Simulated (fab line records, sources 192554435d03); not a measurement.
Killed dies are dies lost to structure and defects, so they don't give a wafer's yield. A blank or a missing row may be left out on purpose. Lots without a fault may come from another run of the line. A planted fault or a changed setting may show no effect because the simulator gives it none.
Which tool did it? | flow n5_finfet | 10 lots, 30 wafers sampled, at 5 steps of a route of 1938

WHAT THE GAUGES READ, wafer by wafer
The record holds no reading of a measuring or inspecting step that can be judged against a usual standard deviation.

WHICH TOOL RAN EACH LOT (tool, then ch and the chambers of the sampled wafers, then the start)
lot  | N5_BEOL_M9_DESCUM_16               | N5_BEOL_M9_HM_OPEN_17             | N5_BEOL_M9_STRIP_19                | N5_BEOL_M9_EXPOSE_25              | N5_PASSIVATION_PROBE_49
L260 | rie_diel-05 ch 0,1, day 9 14:58    | rie_metal-02 ch 1, day 9 15:14    | rie_diel-04 ch 2,3, day 9 15:26    | euv_scanner-01 ch 0, day 9 16:47  | -
L263 | rie_diel-04 ch 0,2,3, day 10 02:46 | rie_metal-03 ch 0,1, day 10 03:02 | rie_diel-02 ch 0,1,2, day 10 03:10 | euv_scanner-01 ch 0, day 10 03:32 | -
L266 | rie_diel-04 ch 0,2,3, day 10 20:49 | rie_metal-02 ch 0,1, day 10 21:05 | rie_diel-05 ch 1,2,3, day 10 21:11 | euv_scanner-01 ch 0, day 10 23:48 | -
L268 | rie_diel-05 ch 1,2,3, day 11 12:11 | rie_metal-03 ch 0,1, day 11 12:29 | rie_diel-02 ch 1,2,3, day 11 12:34 | euv_scanner-01 ch 0, day 11 15:28 | -
L269 | rie_diel-05 ch 0,1,2, day 12 10:34 | rie_metal-01 ch 0,1, day 12 10:50 | rie_diel-05 ch 1,2, day 12 11:04   | euv_scanner-01 ch 0, day 12 12:10 | -
L273 | rie_diel-02 ch 1,2,3, day 13 05:42 | rie_metal-01 ch 0,1, day 13 05:58 | rie_diel-05 ch 1,3, day 13 06:05   | euv_scanner-01 ch 0, day 13 07:36 | prober-02, day 15 21:15
L274 | rie_diel-02 ch 0,1, day 13 14:57   | rie_metal-03 ch 1, day 13 15:13   | rie_diel-02 ch 1,2, day 13 15:26   | euv_scanner-01 ch 0, day 13 18:09 | -
L279 | rie_diel-05 ch 1,2, day 14 09:58   | rie_metal-03 ch 0,1, day 14 10:14 | rie_diel-05 ch 0,1,2, day 14 10:23 | euv_scanner-02 ch 0, day 14 11:26 | -
L281 | rie_diel-05 ch 0,1,2, day 15 18:33 | rie_metal-01 ch 0,1, day 15 18:49 | rie_diel-02 ch 1,2, day 15 18:56   | euv_scanner-02 ch 0, day 15 20:59 | -
L283 | rie_diel-02 ch 1,3, day 16 11:40   | rie_metal-01 ch 1, day 16 11:56   | rie_diel-04 ch 1,2,3, day 16 12:03 | euv_scanner-02 ch 0, day 16 12:41 | -
- N5_BEOL_M9_DESCUM_16: chemistry O2, time 7.9 s.
- N5_BEOL_M9_HM_OPEN_17: chemistry Cl2/BCl3, target TiN, target depth 20 nm, overetch 6 nm.
- N5_BEOL_M9_STRIP_19: strips in O2.
- N5_BEOL_M9_EXPOSE_25: exposes mask V8.
- N5_PASSIVATION_PROBE_49

WHAT THE TOOLS THEMSELVES READ (means of the sampled wafers that have a number; where no wafer has one, the mark that the record gives instead)
N5_BEOL_M9_DESCUM_16. Usual: drypump_motor_current_A 5.5 A, standard deviation 0.38; oes_product_au 0.79 a.u., standard deviation 0.082; rf_vpp_V 243.5 V, standard deviation 1.3; showerhead_plenum_p_Torr 2.11 Torr, standard deviation 0.07; throttle_valve_pct 20.55 %, standard deviation 0.15.
lot  | tool        | drypump_motor_current_A (A) | oes_product_au (a.u.) | rf_vpp_V (V) | showerhead_plenum_p_Torr (Torr) | throttle_valve_pct (%) | flag
L260 | rie_diel-05 | 5.8                         | 0.87                  | 243.7        | 2.12                            | 20.53                  |
L263 | rie_diel-04 | 5.3                         | 0.77                  | 243.5        | 2.12                            | 20.52                  |
L266 | rie_diel-04 | 5.3                         | 0.75                  | 242.7        | 2.12                            | 20.53                  |
L268 | rie_diel-05 | 5.8                         | 0.75                  | 241.7        | 2.03                            | 20.53                  |
L269 | rie_diel-05 | 5.6                         | 0.80                  | 243.4        | 2.08                            | 20.66                  |
L273 | rie_diel-02 | 5.8                         | 0.82                  | 244.1        | 2.16                            | 20.49                  |
L274 | rie_diel-02 | 5.9                         | 0.82                  | 243.7        | 2.10                            | 20.65                  |
L279 | rie_diel-05 | 5.9                         | 0.74                  | 241.7        | 2.03                            | 20.70                  |
L281 | rie_diel-05 | 5.6                         | 0.78                  | 243.4        | 2.07                            | 20.70                  |
L283 | rie_diel-02 | 5.9                         | 0.83                  | 243.0        | 2.13                            | 20.57                  |

N5_BEOL_M9_HM_OPEN_17. Usual: bcl3_flow_sccm 21.75 sccm, standard deviation 0.063; drypump_motor_current_A 5.6 A, standard deviation 0.36; he_backside_leak_sccm 3.4 sccm, standard deviation 0.47; mfc_ar_sccm 25.00 sccm, standard deviation 0.079; oes_product_au 0.69 a.u., standard deviation 0.12; throttle_valve_pct 22.27 %, standard deviation 0.17.
lot  | tool         | bcl3_flow_sccm (sccm) | drypump_motor_current_A (A) | he_backside_leak_sccm (sccm) | mfc_ar_sccm (sccm) | oes_product_au (a.u.) | throttle_valve_pct (%) | flag
L260 | rie_metal-02 | 21.70                 | 5.7                         | 3.3                          | 24.97              | 0.79                  | 22.31                  |
L263 | rie_metal-03 | 21.77                 | 5.8                         | 3.5                          | 24.97              | 0.54                  | 22.34                  |
L266 | rie_metal-02 | 21.81                 | 5.5                         | 3.3                          | 25.03              | 0.61                  | 22.25                  |
L268 | rie_metal-03 | 21.80                 | 5.6                         | 3.1                          | 25.00              | 0.53                  | 22.22                  |
L269 | rie_metal-01 | 21.80                 | 5.8                         | 3.4                          | 24.98              | 0.74                  | 22.46                  |
L273 | rie_metal-01 | 21.82                 | 5.4                         | 3.4                          | 25.02              | 0.73                  | 22.44                  |
L274 | rie_metal-03 | 21.79                 | 5.3                         | 3.2                          | 25.02              | 0.81                  | 21.98                  |
L279 | rie_metal-03 | 21.73                 | 5.8                         | 3.3                          | 25.02              | 0.83                  | 22.18                  |
L281 | rie_metal-01 | 21.80                 | 5.4                         | 3.4                          | 24.98              | 0.72                  | 22.46                  |
L283 | rie_metal-01 | 21.79                 | 5.1                         | 3.6                          | 25.01              | 0.69                  | 22.48                  |

N5_BEOL_M9_STRIP_19. Usual: drypump_motor_current_A 5.6 A, standard deviation 0.38; oes_product_au 0.79 a.u., standard deviation 0.075; rf_vpp_V 3.6 V, standard deviation 0.64; showerhead_plenum_p_Torr 2.12 Torr, standard deviation 0.065; throttle_valve_pct 16.77 %, standard deviation 0.14.
lot  | tool        | drypump_motor_current_A (A) | oes_product_au (a.u.) | rf_vpp_V (V) | showerhead_plenum_p_Torr (Torr) | throttle_valve_pct (%) | flag
L260 | rie_diel-04 | 5.1                         | 0.83                  | 3.4          | 2.11                            | 16.78                  |
L263 | rie_diel-02 | 5.8                         | 0.80                  | 3.6          | 2.13                            | 16.78                  |
L266 | rie_diel-05 | 5.7                         | 0.75                  | 3.6          | 2.03                            | 16.78                  |
L268 | rie_diel-02 | 5.8                         | 0.83                  | 3.7          | 2.17                            | 16.69                  |
L269 | rie_diel-05 | 6.0                         | 0.77                  | 3.6          | 2.07                            | 16.81                  |
L273 | rie_diel-05 | 5.9                         | 0.76                  | 2.9          | 2.06                            | 16.73                  |
L274 | rie_diel-02 | 5.8                         | 0.76                  | 3.7          | 2.15                            | 16.82                  |
L279 | rie_diel-05 | 5.6                         | 0.79                  | 3.0          | 2.08                            | 16.89                  |
L281 | rie_diel-02 | 5.8                         | 0.75                  | 3.4          | 2.15                            | 16.85                  |
L283 | rie_diel-04 | 5.1                         | 0.81                  | 3.1          | 2.11                            | 16.75                  |

N5_BEOL_M9_EXPOSE_25. Usual: exposure_dose_mJ_cm2 37.22, standard deviation 0.05; focus_offset_nm -0.1 nm, standard deviation 0.53.
lot  | tool           | exposure_dose_mJ_cm2 | focus_offset_nm (nm) | flag
L260 | euv_scanner-01 | 37.28                | -0.1                 |
L263 | euv_scanner-01 | 37.22                | -0.4                 |
L266 | euv_scanner-01 | 37.20                | 0.4                  |
L268 | euv_scanner-01 | 37.28                | -0.3                 |
L269 | euv_scanner-01 | 37.24                | -1.1                 |
L273 | euv_scanner-01 | 38.38                | -0.1                 | OFF
L274 | euv_scanner-01 | 38.16                | -0.3                 | OFF
L279 | euv_scanner-02 | 37.21                | -0.1                 |
L281 | euv_scanner-02 | 37.14                | -0.3                 |
L283 | euv_scanner-02 | 37.18                | 0.2                  |

N5_PASSIVATION_PROBE_49. Usual: defect_limited_yield 91.0 %, standard deviation 1.3; killed_at_M0_to_M3 33, standard deviation 10; killed_at_M4_up 14, standard deviation 5.6; killed_at_contacts 12, standard deviation 5.8; killed_at_front_end 43, standard deviation 11; killed_at_other 4.1, standard deviation 2.8; killed_dies 106, standard deviation 15; killed_open 70, standard deviation 12; killed_short 34, standard deviation 7.5; sort_bin_5_function 5.3 %, standard deviation 0.88; sort_bin_6_memory 3.3 %, standard deviation 0.64; sort_bin_8_speed 0.00 %, standard deviation 0.016; sort_n_pass 1074, standard deviation 15; sort_yield_pct 91.0 %, standard deviation 1.3.
lot  | tool      | defect_limited_yield (%) | killed_at_M0_to_M3 | killed_at_M4_up | killed_at_contacts | killed_at_front_end | killed_at_other | killed_dies | killed_open | killed_short | sort_bin_5_function (%) | sort_bin_6_memory (%) | sort_bin_8_speed (%) | sort_n_pass | sort_yield_pct (%) | flag
L273 | prober-02 | 91.6                     | 36                 | 17              | 5                  | 37                  | 3.3             | 99          | 64          | 32           | 5.1                     | 3.0                   | 0.00                 | 1081        | 91.6               |

THE ANSWER, worked out from the rows above alone
Rule: a lot is off if the mean of its wafers that have a number lies more than 3 standard deviations from the usual mean. A lot without any number at a reading at which 4 lots or more have one is off too. The other lots that the step has rows for count as sound. The gauges are gone through in route order, then the tools' own readings, and for those a lot's mean is taken as printed above. The first step at which some lot is off is used, and at that step the reading that is off furthest; a lot without a number counts as furthest.
Off: L273, L274, at N5_BEOL_M9_EXPOSE_25 (exposure_dose_mJ_cm2).
A tool fits if, at that step or a process step before it, it ran every lot that is off, and no sound lot after the first of them. One fits: euv_scanner-01 at N5_BEOL_M9_EXPOSE_25. Its last sound lot is L269 (day 12 12:10), its first lot that is off L273 (day 13 07:36): a fault that began between those two fits.
The tool's own readings at N5_BEOL_M9_EXPOSE_25 bear it out: on the lots that are off they differ by more than 5 times the standard deviation of the sound lots' means. exposure_dose_mJ_cm2 reads 38.27 there against 37.22 on the sound lots.

WHAT THE SIMULATOR HAD PUT IN
Process parameter drift: euv_scanner-01, from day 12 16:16 on, at N5_BEOL_M9_EXPOSE_25. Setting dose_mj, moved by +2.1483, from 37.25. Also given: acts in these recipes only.
Lots struck among those shown: L273, L274. The rule above found the same.
